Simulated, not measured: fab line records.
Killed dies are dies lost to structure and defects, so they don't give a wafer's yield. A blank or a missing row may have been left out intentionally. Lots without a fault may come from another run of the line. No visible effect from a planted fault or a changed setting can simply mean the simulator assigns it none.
Chamber matching -- flow n5_finfet -- rie_diel-06 running N5_GATE_CUT_HM_OPEN_40: 4 sister chambers
The step chemistry C4F6/O2, target SiO2, target depth 139 nm, time 85.1 s. 4 wafers are shown with their chamber, then 10 later ones without.

WAFERS, EACH WITH ITS CHAMBER
wafer,chamber,showerhead_plenum_p_Torr (Torr)
L086.3,3,2.79
L090.4,1,2.91
L091.1,0,2.86
L091.2,2,2.93

WAFERS WITH NO CHAMBER GIVEN
wafer,showerhead_plenum_p_Torr (Torr)
L091.4,2.79
L093.1,2.85
L093.5,2.90
L093.6,2.93
L095.2,2.85
L095.3,2.93
L095.5,2.79
L097.1,2.93
L097.2,2.90
L097.4,2.78

WHICH CHAMBER EACH WENT THROUGH
wafer,from the rows above,in truth
L091.4,3,3
L093.1,0,0
L093.5,1,1
L093.6,2,2
L095.2,0,0
L095.3,2,2
L095.5,3,3
L097.1,2,2
L097.2,1,1
L097.4,3,3
10 of 10 placed correctly. From these rows, 0 cannot be placed. Placed wrongly: 0.
How it was worked out, from the rows above alone: a wafer's distance from a chamber is the root of the sum, over the readings, of the square of ((its reading less the chamber's mean) divided by the reading's scatter). The wafer belongs to the nearest chamber; if the next one is less than 2 further off, it can't be placed. A chamber's mean is the mean of its shown wafers. The scatter: root of mean squared gap, hidden wafer to nearest shown wafer, with one shown wafer a chamber.
